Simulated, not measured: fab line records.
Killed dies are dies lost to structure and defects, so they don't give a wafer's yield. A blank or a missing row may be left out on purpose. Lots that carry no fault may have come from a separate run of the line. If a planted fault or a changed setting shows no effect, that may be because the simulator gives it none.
Which tool is to blame? / flow n5-finfet / 32 wafers from 11 lots sampled at 6 of the route's 1938 steps

## WHAT EACH GAUGE READ, for each wafer
N5_BEOL_M6_CD_MEAS_11: target cd 38.5 nm. Usual: cd-nm 38.5 nm, standard deviation 0.39.
lot=L425; measured=day 8 04:08; on=cd-sem-03; cd-nm (nm)=38.3 38.7 38.2; flag=
lot=L426; measured=day 8 23:19; on=cd-sem-02; cd-nm (nm)=38.7 39.2 38.0; flag=
lot=L427; measured=day 9 03:02; on=cd-sem-01; cd-nm (nm)=38.7 38.4 38.6; flag=
lot=L429; measured=day 9 09:29; on=cd-sem-01; cd-nm (nm)=38.7 38.8 39.5; flag=
lot=L430; measured=day 9 16:55; on=cd-sem-01; cd-nm (nm)=38.9 38.6 38.2; flag=
lot=L436; measured=day 11 02:13; on=cd-sem-01; cd-nm (nm)=38.4 37.9 38.3; flag=
lot=L439; measured=day 12 07:28; on=cd-sem-03; cd-nm (nm)=37.9 37.9; flag=
lot=L443; measured=day 13 02:01; on=cd-sem-03; cd-nm (nm)=38.4 38.1 38.3; flag=
lot=L445; measured=day 13 05:50; on=cd-sem-02; cd-nm (nm)=38.7 37.6 37.9; flag=
lot=L447; measured=day 13 21:41; on=cd-sem-02; cd-nm (nm)=38.8 39.0 38.4; flag=
lot=L448; measured=day 14 12:18; on=cd-sem-01; cd-nm (nm)=38.5 38.4 38.2; flag=

N5_BEOL_M6_INSPECT_13: inspects for defects (brightfield). Usual: raw-defect-count 384, standard deviation 84.
lot=L425; measured=day 8 04:11; on=defect-inspect-02; raw-defect-count=405 389 465; flag=
lot=L426; measured=day 8 23:22; on=defect-inspect-02; raw-defect-count=284 471 269; flag=
lot=L427; measured=day 9 03:05; on=defect-inspect-01; raw-defect-count=317 284 384; flag=
lot=L429; measured=day 9 09:32; on=defect-inspect-02; raw-defect-count=358 384 325; flag=
lot=L430; measured=day 9 16:59; on=defect-inspect-01; raw-defect-count=319 356 389; flag=
lot=L436; measured=day 11 02:16; on=defect-inspect-02; raw-defect-count=281 335 367; flag=
lot=L439; measured=day 12 07:31; on=defect-inspect-02; raw-defect-count=1425 426; flag=OFF
lot=L443; measured=day 13 02:04; on=defect-inspect-01; raw-defect-count=307 1451 612; flag=OFF
lot=L445; measured=day 13 05:53; on=defect-inspect-02; raw-defect-count=428 370 407; flag=
lot=L447; measured=day 13 21:44; on=defect-inspect-01; raw-defect-count=638 536 552; flag=
lot=L448; measured=day 14 12:21; on=defect-inspect-01; raw-defect-count=353 550 416; flag=

N5_BEOL_M6_CD_MEAS_18: pitch 80 nm, target cd 40 nm. Usual: cd-nm 40.1 nm, standard deviation 0.45.
lot=L425; measured=day 8 04:58; on=cd-sem-01; cd-nm (nm)=39.7 40.5 40.0; flag=
lot=L426; measured=day 9 00:25; on=cd-sem-01; cd-nm (nm)=40.1 40.8 39.3; flag=
lot=L427; measured=day 9 04:47; on=cd-sem-03; cd-nm (nm)=40.0 39.9 40.7; flag=
lot=L429; measured=day 9 10:55; on=cd-sem-01; cd-nm (nm)=40.7 39.9 41.2; flag=
lot=L430; measured=day 9 17:52; on=cd-sem-01; cd-nm (nm)=40.6 40.0 40.0; flag=
lot=L436; measured=day 11 03:16; on=cd-sem-01; cd-nm (nm)=40.2 39.5 39.5; flag=
lot=L439; measured=day 12 08:01; on=cd-sem-02; cd-nm (nm)=39.7 39.5; flag=
lot=L443; measured=day 13 02:40; on=cd-sem-02; cd-nm (nm)=40.5 40.3 40.2; flag=
lot=L445; measured=day 13 06:23; on=cd-sem-02; cd-nm (nm)=40.0 39.3 39.2; flag=
lot=L447; measured=day 13 22:23; on=cd-sem-03; cd-nm (nm)=40.3 40.6 40.0; flag=
lot=L448; measured=day 14 13:09; on=cd-sem-01; cd-nm (nm)=39.9 40.1 40.4; flag=

N5_BEOL_M6_INSPECT_30: inspects for defects (brightfield). Usual: raw-defect-count 384, standard deviation 83.
lot=L425; measured=day 8 06:52; on=defect-inspect-02; raw-defect-count=385 378 498; flag=
lot=L426; measured=day 9 02:39; on=defect-inspect-01; raw-defect-count=278 488 266; flag=
lot=L427; measured=day 9 05:11; on=defect-inspect-02; raw-defect-count=326 289 355; flag=
lot=L429; measured=day 9 11:39; on=defect-inspect-01; raw-defect-count=342 371 319; flag=
lot=L430; measured=day 9 18:17; on=defect-inspect-02; raw-defect-count=304 352 372; flag=
lot=L436; measured=day 11 04:38; on=defect-inspect-01; raw-defect-count=305 350 363; flag=
lot=L439; measured=day 12 08:32; on=defect-inspect-01; raw-defect-count=1424 441; flag=OFF
lot=L443; measured=day 13 04:18; on=defect-inspect-01; raw-defect-count=296 1484 585; flag=OFF
lot=L445; measured=day 13 08:12; on=defect-inspect-01; raw-defect-count=420 363 396; flag=
lot=L447; measured=day 13 23:35; on=defect-inspect-02; raw-defect-count=629 519 547; flag=
lot=L448; measured=day 14 13:36; on=defect-inspect-01; raw-defect-count=361 559 437; flag=

## EACH LOT AND THE TOOL THAT RAN IT (in order: tool; ch and the chambers of the sampled wafers; start)
lot=L425; N5_BEOL_M5_DEP_56=pecvd-01 ch 0,1,2, day 8 01:31; N5_BEOL_M6_ILD_DEP_00=pecvd-02 ch 0,2, day 8 01:39
lot=L426; N5_BEOL_M5_DEP_56=pecvd-02 ch 0,1,2, day 8 20:21; N5_BEOL_M6_ILD_DEP_00=pecvd-02 ch 0,2, day 8 20:29
lot=L427; N5_BEOL_M5_DEP_56=pecvd-01 ch 0,2, day 9 00:11; N5_BEOL_M6_ILD_DEP_00=pecvd-04 ch 0,2, day 9 00:19
lot=L429; N5_BEOL_M5_DEP_56=pecvd-02 ch 0,1,2, day 9 08:04; N5_BEOL_M6_ILD_DEP_00=pecvd-04 ch 0,2, day 9 08:12
lot=L430; N5_BEOL_M5_DEP_56=pecvd-03 ch 1,2, day 9 14:50; N5_BEOL_M6_ILD_DEP_00=pecvd-02 ch 0,1,2, day 9 14:59
lot=L436; N5_BEOL_M5_DEP_56=pecvd-01 ch 0,2, day 10 23:16; N5_BEOL_M6_ILD_DEP_00=pecvd-02 ch 0,1,2, day 10 23:26
lot=L439; N5_BEOL_M5_DEP_56=pecvd-03 ch 1,2, day 12 04:06; N5_BEOL_M6_ILD_DEP_00=pecvd-04 ch 1,2, day 12 04:14
lot=L443; N5_BEOL_M5_DEP_56=pecvd-01 ch 0,2, day 12 23:36; N5_BEOL_M6_ILD_DEP_00=pecvd-04 ch 1,2, day 12 23:44
lot=L445; N5_BEOL_M5_DEP_56=pecvd-03 ch 0,2, day 13 03:13; N5_BEOL_M6_ILD_DEP_00=pecvd-02 ch 0,1,2, day 13 03:20
lot=L447; N5_BEOL_M5_DEP_56=pecvd-02 ch 0,2, day 13 19:43; N5_BEOL_M6_ILD_DEP_00=pecvd-02 ch 0,1, day 13 19:51
lot=L448; N5_BEOL_M5_DEP_56=pecvd-01 ch 0,1, day 14 10:21; N5_BEOL_M6_ILD_DEP_00=pecvd-02 ch 0,1, day 14 10:29
- N5_BEOL_M5_DEP_56: deposits SiCN from 3MS/NH3, target thk 8 nm, time 14 s.
- N5_BEOL_M6_ILD_DEP_00: deposits SiCOH lowk from DEMS/porogen, target thk 179.75 nm, time 33.4 s.

## AS READ BY THE TOOLS THEMSELVES (means over the sampled wafers that have a number; for cases with no such wafer, the mark the record gives instead)
N5_BEOL_M5_DEP_56. Usual: showerhead-plenum-p-Torr 3.664 Torr, standard deviation 0.015; throttle-valve-pct 9.0 %, standard deviation 0.52.
lot=L425; tool=pecvd-01; showerhead-plenum-p-Torr (Torr)=3.659; throttle-valve-pct (%)=8.8; flag=
lot=L426; tool=pecvd-02; showerhead-plenum-p-Torr (Torr)=3.669; throttle-valve-pct (%)=9.3; flag=
lot=L427; tool=pecvd-01; showerhead-plenum-p-Torr (Torr)=3.661; throttle-valve-pct (%)=9.0; flag=
lot=L429; tool=pecvd-02; showerhead-plenum-p-Torr (Torr)=3.669; throttle-valve-pct (%)=9.4; flag=
lot=L430; tool=pecvd-03; showerhead-plenum-p-Torr (Torr)=3.663; throttle-valve-pct (%)=8.9; flag=
lot=L436; tool=pecvd-01; showerhead-plenum-p-Torr (Torr)=3.653; throttle-valve-pct (%)=8.5; flag=
lot=L439; tool=pecvd-03; showerhead-plenum-p-Torr (Torr)=3.655; throttle-valve-pct (%)=8.9; flag=
lot=L443; tool=pecvd-01; showerhead-plenum-p-Torr (Torr)=3.669; throttle-valve-pct (%)=8.9; flag=
lot=L445; tool=pecvd-03; showerhead-plenum-p-Torr (Torr)=3.662; throttle-valve-pct (%)=8.9; flag=
lot=L447; tool=pecvd-02; showerhead-plenum-p-Torr (Torr)=3.675; throttle-valve-pct (%)=9.1; flag=
lot=L448; tool=pecvd-01; showerhead-plenum-p-Torr (Torr)=3.668; throttle-valve-pct (%)=8.9; flag=

N5_BEOL_M6_ILD_DEP_00. Usual: heater-power-outer-w 158 W, standard deviation 35; heater-power-w 331 W, standard deviation 52; showerhead-plenum-p-Torr 5.744 Torr, standard deviation 0.016; throttle-valve-pct 14.1 %, standard deviation 0.88.
lot=L425; tool=pecvd-02; heater-power-outer-w (W)=129; heater-power-w (W)=305; showerhead-plenum-p-Torr (Torr)=5.751; throttle-valve-pct (%)=14.6; flag=
lot=L426; tool=pecvd-02; heater-power-outer-w (W)=125; heater-power-w (W)=302; showerhead-plenum-p-Torr (Torr)=5.750; throttle-valve-pct (%)=14.6; flag=
lot=L427; tool=pecvd-04; heater-power-outer-w (W)=192; heater-power-w (W)=373; showerhead-plenum-p-Torr (Torr)=5.742; throttle-valve-pct (%)=15.4; flag=
lot=L429; tool=pecvd-04; heater-power-outer-w (W)=174; heater-power-w (W)=348; showerhead-plenum-p-Torr (Torr)=5.740; throttle-valve-pct (%)=15.5; flag=
lot=L430; tool=pecvd-02; heater-power-outer-w (W)=134; heater-power-w (W)=301; showerhead-plenum-p-Torr (Torr)=5.751; throttle-valve-pct (%)=14.3; flag=
lot=L436; tool=pecvd-02; heater-power-outer-w (W)=124; heater-power-w (W)=285; showerhead-plenum-p-Torr (Torr)=5.741; throttle-valve-pct (%)=14.3; flag=
lot=L439; tool=pecvd-04; heater-power-outer-w (W)=204; heater-power-w (W)=402; showerhead-plenum-p-Torr (Torr)=5.738; throttle-valve-pct (%)=13.8; flag=
lot=L443; tool=pecvd-04; heater-power-outer-w (W)=192; heater-power-w (W)=389; showerhead-plenum-p-Torr (Torr)=5.736; throttle-valve-pct (%)=13.7; flag=
lot=L445; tool=pecvd-02; heater-power-outer-w (W)=143; heater-power-w (W)=318; showerhead-plenum-p-Torr (Torr)=5.745; throttle-valve-pct (%)=14.4; flag=
lot=L447; tool=pecvd-02; heater-power-outer-w (W)=127; heater-power-w (W)=277; showerhead-plenum-p-Torr (Torr)=5.749; throttle-valve-pct (%)=14.8; flag=
lot=L448; tool=pecvd-02; heater-power-outer-w (W)=117; heater-power-w (W)=280; showerhead-plenum-p-Torr (Torr)=5.749; throttle-valve-pct (%)=15.3; flag=

## THE ANSWER, worked out from the rows above alone
Rule: take the mean of a lot's wafers that have a number; if it is more than 3 standard deviations from the usual mean, the lot is off. Also off: a lot with no number at a reading for which 4 or more lots have one. Where the step has rows for the other lots, those lots are counted as sound. Order of review: gauges by route order, followed by the tools' own readings, for which a lot's mean as printed above is used. At the first step where some lot is off, the reading lying furthest off is the one used; lots without a number count as furthest.
Off, at N5_BEOL_M6_INSPECT_13 on raw-defect-count: L439, L443.
A tool fits if, at a process step before that reading, it ran every lot that is off, and no sound lot after the first of them. Those tools and the gauges at N5_BEOL_M6_INSPECT_13 are tried in the same way. One fits: N5_BEOL_M6_ILD_DEP_00 on pecvd-04. A fault onset in the window from L429 (day 9 08:12, its last sound lot) to L439 (day 12 04:14, its first lot off) fits.

## WHAT THE SIMULATOR HAD INSERTED
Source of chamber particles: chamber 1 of pecvd-04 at N5_BEOL_M6_ILD_DEP_00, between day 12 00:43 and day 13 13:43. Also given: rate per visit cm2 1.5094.
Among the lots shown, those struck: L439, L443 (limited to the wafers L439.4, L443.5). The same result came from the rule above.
